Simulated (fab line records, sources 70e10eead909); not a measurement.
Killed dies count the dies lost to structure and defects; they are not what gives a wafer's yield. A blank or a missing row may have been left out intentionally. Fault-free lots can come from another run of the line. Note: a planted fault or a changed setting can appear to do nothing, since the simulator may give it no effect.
Matching of chambers / flow nand harc / rie diel-10 running NHARC_P_M1_STRIP_18: 4 sister chambers
The step strips in N2/H2. 33 wafers are shown with their chamber, then 12 later ones without.

## WAFERS PAIRED WITH THEIR CHAMBERS
wafer=L076.1; chamber=2; showerhead plenum p Torr (Torr)=2.12; drypump motor current A (A)=4.7; rf vpp V (V)=91.3
wafer=L076.4; chamber=3; showerhead plenum p Torr (Torr)=1.92; drypump motor current A (A)=5.6; rf vpp V (V)=89.5
wafer=L076.6; chamber=3; showerhead plenum p Torr (Torr)=1.92; drypump motor current A (A)=5.5; rf vpp V (V)=89.8
wafer=L077.2; chamber=2; showerhead plenum p Torr (Torr)=2.12; drypump motor current A (A)=4.7; rf vpp V (V)=91.2
wafer=L077.4; chamber=0; showerhead plenum p Torr (Torr)=1.94; drypump motor current A (A)=5.9; rf vpp V (V)=90.9
wafer=L077.6; chamber=0; showerhead plenum p Torr (Torr)=1.94; drypump motor current A (A)=5.9; rf vpp V (V)=89.6
wafer=L078.1; chamber=2; showerhead plenum p Torr (Torr)=2.12; drypump motor current A (A)=4.7; rf vpp V (V)=90.7
wafer=L078.3; chamber=1; showerhead plenum p Torr (Torr)=2.09; drypump motor current A (A)=6.4; rf vpp V (V)=91.0
wafer=L078.5; chamber=3; showerhead plenum p Torr (Torr)=1.92; drypump motor current A (A)=5.6; rf vpp V (V)=90.0
wafer=L080.3; chamber=1; showerhead plenum p Torr (Torr)=2.09; drypump motor current A (A)=6.4; rf vpp V (V)=91.2
wafer=L080.4; chamber=2; showerhead plenum p Torr (Torr)=2.12; drypump motor current A (A)=4.7; rf vpp V (V)=90.5
wafer=L080.5; chamber=1; showerhead plenum p Torr (Torr)=2.09; drypump motor current A (A)=6.4; rf vpp V (V)=91.9
wafer=L082.1; chamber=3; showerhead plenum p Torr (Torr)=1.92; drypump motor current A (A)=5.5; rf vpp V (V)=87.9
wafer=L082.5; chamber=2; showerhead plenum p Torr (Torr)=2.12; drypump motor current A (A)=4.7; rf vpp V (V)=91.7
wafer=L082.6; chamber=1; showerhead plenum p Torr (Torr)=2.09; drypump motor current A (A)=6.4; rf vpp V (V)=91.1
wafer=L081.2; chamber=3; showerhead plenum p Torr (Torr)=1.92; drypump motor current A (A)=5.6; rf vpp V (V)=89.3
wafer=L081.5; chamber=1; showerhead plenum p Torr (Torr)=2.09; drypump motor current A (A)=6.4; rf vpp V (V)=90.4
wafer=L081.6; chamber=2; showerhead plenum p Torr (Torr)=2.12; drypump motor current A (A)=4.7; rf vpp V (V)=90.1
wafer=L088.3; chamber=2; showerhead plenum p Torr (Torr)=2.12; drypump motor current A (A)=4.7; rf vpp V (V)=91.3
wafer=L088.5; chamber=1; showerhead plenum p Torr (Torr)=2.09; drypump motor current A (A)=6.4; rf vpp V (V)=89.9
wafer=L088.6; chamber=2; showerhead plenum p Torr (Torr)=2.12; drypump motor current A (A)=4.8; rf vpp V (V)=90.7
wafer=L085.4; chamber=2; showerhead plenum p Torr (Torr)=2.12; drypump motor current A (A)=4.7; rf vpp V (V)=90.4
wafer=L085.5; chamber=0; showerhead plenum p Torr (Torr)=1.93; drypump motor current A (A)=5.9; rf vpp V (V)=89.8
wafer=L085.6; chamber=3; showerhead plenum p Torr (Torr)=1.92; drypump motor current A (A)=5.5; rf vpp V (V)=89.8
wafer=L086.1; chamber=1; showerhead plenum p Torr (Torr)=2.09; drypump motor current A (A)=6.4; rf vpp V (V)=91.7
wafer=L086.2; chamber=3; showerhead plenum p Torr (Torr)=1.92; drypump motor current A (A)=5.6; rf vpp V (V)=89.7
wafer=L086.3; chamber=0; showerhead plenum p Torr (Torr)=1.93; drypump motor current A (A)=5.9; rf vpp V (V)=90.4
wafer=L089.1; chamber=1; showerhead plenum p Torr (Torr)=2.09; drypump motor current A (A)=6.4; rf vpp V (V)=90.4
wafer=L089.3; chamber=0; showerhead plenum p Torr (Torr)=1.93; drypump motor current A (A)=5.9; rf vpp V (V)=88.9
wafer=L089.6; chamber=2; showerhead plenum p Torr (Torr)=2.12; drypump motor current A (A)=4.7; rf vpp V (V)=91.3
wafer=L093.1; chamber=0; showerhead plenum p Torr (Torr)=1.93; drypump motor current A (A)=5.9; rf vpp V (V)=91.1
wafer=L093.2; chamber=1; showerhead plenum p Torr (Torr)=2.09; drypump motor current A (A)=6.4; rf vpp V (V)=91.3
wafer=L093.6; chamber=0; showerhead plenum p Torr (Torr)=1.93; drypump motor current A (A)=5.9; rf vpp V (V)=91.8

SIGNATURES, as means of the wafers listed above
reading=showerhead plenum p Torr; chamber 0=1.9329; chamber 1=2.0900; chamber 2=2.1200; chamber 3=1.9200; scatter within a chamber=0.00222
reading=drypump motor current A; chamber 0=5.900; chamber 1=6.400; chamber 2=4.710; chamber 3=5.557; scatter within a chamber=0.03
reading=rf vpp V; chamber 0=90.357; chamber 1=90.989; chamber 2=90.920; chamber 3=89.429; scatter within a chamber=0.711
Rule: for a wafer and a chamber, the distance is found by dividing, reading by reading, the gap between the wafer's reading and the chamber's mean by the reading's scatter, squaring, summing and taking the root. If the next closest chamber is less than 2 further off than the closest, the wafer can't be placed; otherwise it belongs to the closest. The scatter: the root of (the sum of the squares of (reading less its chamber's mean) over the shown wafers, divided by (wafers less chambers)).

## WAFERS WITH NO CHAMBER GIVEN
wafer=L092.2; showerhead plenum p Torr (Torr)=2.09; drypump motor current A (A)=6.4; rf vpp V (V)=89.9
wafer=L092.5; showerhead plenum p Torr (Torr)=2.09; drypump motor current A (A)=6.4; rf vpp V (V)=90.6
wafer=L092.6; showerhead plenum p Torr (Torr)=2.12; drypump motor current A (A)=4.7; rf vpp V (V)=91.1
wafer=L094.3; showerhead plenum p Torr (Torr)=2.09; drypump motor current A (A)=6.4; rf vpp V (V)=92.6
wafer=L094.4; showerhead plenum p Torr (Torr)=2.12; drypump motor current A (A)=4.7; rf vpp V (V)=90.0
wafer=L094.6; showerhead plenum p Torr (Torr)=1.93; drypump motor current A (A)=5.9; rf vpp V (V)=90.9
wafer=L095.1; showerhead plenum p Torr (Torr)=2.12; drypump motor current A (A)=4.7; rf vpp V (V)=90.6
wafer=L095.2; showerhead plenum p Torr (Torr)=2.09; drypump motor current A (A)=6.4; rf vpp V (V)=92.5
wafer=L095.4; showerhead plenum p Torr (Torr)=1.92; drypump motor current A (A)=5.5; rf vpp V (V)=90.9
wafer=L097.1; showerhead plenum p Torr (Torr)=2.12; drypump motor current A (A)=4.7; rf vpp V (V)=91.4
wafer=L097.4; showerhead plenum p Torr (Torr)=1.92; drypump motor current A (A)=5.5; rf vpp V (V)=90.2
wafer=L097.5; showerhead plenum p Torr (Torr)=2.12; drypump motor current A (A)=4.7; rf vpp V (V)=92.2

## THE CHAMBER EACH PASSED THROUGH
wafer=L092.2; from the rows above=1; in truth=1
wafer=L092.5; from the rows above=1; in truth=1
wafer=L092.6; from the rows above=2; in truth=2
wafer=L094.3; from the rows above=1; in truth=1
wafer=L094.4; from the rows above=2; in truth=2
wafer=L094.6; from the rows above=0; in truth=0
wafer=L095.1; from the rows above=2; in truth=2
wafer=L095.2; from the rows above=1; in truth=1
wafer=L095.4; from the rows above=3; in truth=3
wafer=L097.1; from the rows above=2; in truth=2
wafer=L097.4; from the rows above=3; in truth=3
wafer=L097.5; from the rows above=2; in truth=2
Placed correctly: 12 of 12. Left unplaced by these rows: 0. Number placed wrongly: 0.
